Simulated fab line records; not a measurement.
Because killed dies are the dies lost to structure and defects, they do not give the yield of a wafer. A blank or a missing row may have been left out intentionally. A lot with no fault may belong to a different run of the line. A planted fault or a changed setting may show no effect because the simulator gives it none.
Comparing a struck lot with a sound one	flow nand-harc	14 steps out of a route of 1302
Sound: wafers L120.2, L120.3, L120.6. The struck wafers were L129.1, L129.4, L129.5. The cause is named last.
Per side, at each step with rows, come the tool, then ch with its chambers, and then its first start. Under that, the readings that differ: sound wafers	struck wafers	difference of the means	sigmas: that difference in standard deviations of wafers without a fault.
alike: readings with means less than 2 such deviations apart, plus words and numbers identical on both sides. not compared: withheld readings, readings lacking a value on some wafer, bounds such as >300 that could conceal the same value, and numbers that have no deviation in the record and whose values overlap.
Wherever a step has rows on one side only, a row that says differs or no value, or a row with sigmas, the two part there. Non-overlapping numbers with no deviation appear without sigmas and do not part them. Lack of a reading on every wafer of one side parts them only where that side has two or more wafers.

first, 1 step without rows for these wafers: NHARC_A_STAIRCASE_ETCH_190 (etches the open film in C4F8/O2, target depth 100 nm, time 40.5 s).
NHARC_A_STAIRCASE_TRIM_191: chemistry O2, time 211.2 s.
  sound on rie-diel-13 ch 0,1,3; struck on rie-diel-04 ch 0,2,3
  alike: chamber-pressure-mTorr, drypump-motor-current-A, mfc-ar-sccm, o2-flow-sccm, oes-product-au, rf-vpp-V, showerhead-plenum-p-Torr, throttle-valve-pct
  not compared: rf-hours-counter-h
then, 3 steps without rows for these wafers: NHARC_A_STAIRCASE_ETCH_192 (etches the open film in C4F8/O2, target depth 100 nm, time 40.5 s); NHARC_A_STAIRCASE_TRIM_193 (chemistry O2, time 211.2 s); NHARC_A_STAIRCASE_ETCH_194 (etches the open film in C4F8/O2, target depth 100 nm, time 40.5 s).
NHARC_A_STAIRCASE_TRIM_196: chemistry O2, time 211.2 s.
  sound on rie-diel-02 ch 1,2,3, day 19 15:28; struck on rie-diel-04 ch 0,1,2, day 23 03:07
  alike: chamber-pressure-mTorr, drypump-motor-current-A, mfc-ar-sccm, o2-flow-sccm, oes-product-au, rf-vpp-V, showerhead-plenum-p-Torr, throttle-valve-pct
  not compared: rf-hours-counter-h
then, 2 steps without rows for these wafers: NHARC_A_STAIRCASE_ETCH_197 (etches the open film in C4F8/O2, target depth 100 nm, time 40.5 s); NHARC_A_STAIRCASE_TRIM_198 (chemistry O2, time 211.2 s).
NHARC_A_STAIRCASE_ETCH_199: etches the open film in C4F8/O2, target depth 100 nm, time 40.5 s.
  sound on rie-diel-02 ch 1,2,3; struck on rie-diel-04 ch 1,2
  alike: oes-product-au, rf-vpp-V
  not compared: rf-hours-counter-h
then, 1 step without rows for these wafers: NHARC_A_STAIRCASE_TRIM_200 (chemistry O2, time 211.2 s).
NHARC_A_STAIRCASE_ETCH_201: etches the open film in C4F8/O2, target depth 100 nm, time 40.5 s.
  sound on rie-diel-02 ch 1,2; struck on rie-diel-04 ch 0,1,2
  alike: oes-product-au, rf-vpp-V
  not compared: rf-hours-counter-h
NHARC_A_STAIRCASE_TRIM_202: chemistry O2, time 211.2 s.
  sound on rie-diel-02 ch 0,1,3, day 19 16:10; struck on rie-diel-04 ch 0,3, day 23 03:50
  no value came back on the struck wafers for any of 9 readings (bias-w (W), chamber-pressure-mTorr (mTorr) and others); on the sound wafers bias-w (W) reads 0 0 0
  not compared: rf-hours-counter-h
NHARC_A_STAIRCASE_ETCH_203: etches the open film in C4F8/O2, target depth 100 nm, time 40.5 s.
  sound on rie-diel-02 ch 0,2,3; struck on rie-diel-04 ch 0,2,3
  alike: oes-product-au, rf-vpp-V
  not compared: rf-hours-counter-h
-- jump in the record: it breaks off in module A_STAIRCASE and resumes in module END (first step shown: number 1302 of the route), and 9 days separate the struck wafers' starts before and after --
NHARC_END_SORT_01:
  only the struck wafers appear in the record here, on prober-02 ch 0 at day 31 18:04; the sound ones have no rows

## WHERE THEY PART
First at NHARC_A_STAIRCASE_TRIM_202; last, within this record, at NHARC_END_SORT_01.

WHY: whatever the simulator had introduced
Skipped step whole: rie-diel-04, from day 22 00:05 on, at NHARC_A_STAIRCASE_TRIM_202. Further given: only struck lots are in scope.
